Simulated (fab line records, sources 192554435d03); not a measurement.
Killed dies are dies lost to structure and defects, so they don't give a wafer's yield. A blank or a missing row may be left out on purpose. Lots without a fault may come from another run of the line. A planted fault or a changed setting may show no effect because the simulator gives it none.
Which tool did it? | flow n5_finfet | 11 lots, 31 wafers sampled, at 3 steps of a route of 1938

WHAT THE GAUGES READ, wafer by wafer
N5_BEOL_M3_THK_MEAS_01.
lot  | measured     | on            | M3_ILD_THK (nm)
L299 | day 7 03:53  | film_metro-02 | 78.6 79.7 80.8
L300 | day 7 04:00  | film_metro-02 | 79.2 77.8 79.3
L301 | day 7 13:45  | film_metro-01 | 78.1 77.5 78.3
L304 | day 8 08:49  | film_metro-02 | 78.2 78.6 78.8
L305 | day 8 18:14  | film_metro-01 | 78.1 78.3 79.9
L311 | day 10 10:50 | film_metro-01 | 77.7 79.3
L313 | day 10 15:49 | film_metro-01 | 78.5 77.5
L315 | day 10 22:57 | film_metro-01 | 79.1 80.4 79.7
L318 | day 12 03:51 | film_metro-01 | 77.5 78.9 79.0
L319 | day 12 06:51 | film_metro-02 | 79.6 81.8 80.7
L321 | day 12 17:51 | film_metro-02 | 78.2 78.8 80.0

WHICH TOOL RAN EACH LOT (tool, then ch and the chambers of the sampled wafers, then the start)
lot  | N5_BEOL_M2_SPUTTER_94        | N5_BEOL_M2_CO_CAP_55
L299 | pvd_sputter-02, day 7 02:29  | cvd_co-01 ch 0,2, day 7 03:34
L300 | pvd_sputter-01, day 7 02:36  | cvd_co-02 ch 1,2, day 7 03:41
L301 | pvd_sputter-02, day 7 12:19  | cvd_co-02 ch 1,2, day 7 13:25
L304 | pvd_sputter-03, day 8 07:25  | cvd_co-01 ch 1,2, day 8 08:30
L305 | pvd_sputter-01, day 8 16:47  | cvd_co-01 ch 1,2, day 8 17:55
L311 | pvd_sputter-02, day 10 09:25 | cvd_co-02 ch 1,2, day 10 10:31
L313 | pvd_sputter-03, day 10 14:24 | cvd_co-02 ch 1,2, day 10 15:29
L315 | pvd_sputter-02, day 10 21:23 | cvd_co-01 ch 0,1,2, day 10 22:38
L318 | pvd_sputter-01, day 12 02:25 | cvd_co-01 ch 0,1,2, day 12 03:32
L319 | pvd_sputter-01, day 12 05:26 | cvd_co-01 ch 0,2, day 12 06:32
L321 | pvd_sputter-03, day 12 16:25 | cvd_co-01 ch 0,1,2, day 12 17:30
- N5_BEOL_M2_SPUTTER_94: material Cu, target thk 4.5 nm, time 8.29 s.
- N5_BEOL_M2_CO_CAP_55: material Co, precursor CCTBA/H2, target thk 2 nm, time 102.1 s.

THE ANSWER, worked out from the rows above alone
Rule: what is usual is taken from the lots themselves. Put in order of their means at a reading, lots are off if they are a third of the lots or fewer, leave a main group of 4 or more, and stand apart from it by a gap of 3 or more times the standard deviation of the main group's means; of several such gaps the widest counts. A main group whose means are all the same, to the digits that the tables above print for the reading, isn't used. A lot without any number at a reading at which 4 lots or more have one is off too. The other lots that the step has rows for count as sound.
No lot is off at any reading shown: from this, nothing can be told.

WHAT THE SIMULATOR HAD PUT IN
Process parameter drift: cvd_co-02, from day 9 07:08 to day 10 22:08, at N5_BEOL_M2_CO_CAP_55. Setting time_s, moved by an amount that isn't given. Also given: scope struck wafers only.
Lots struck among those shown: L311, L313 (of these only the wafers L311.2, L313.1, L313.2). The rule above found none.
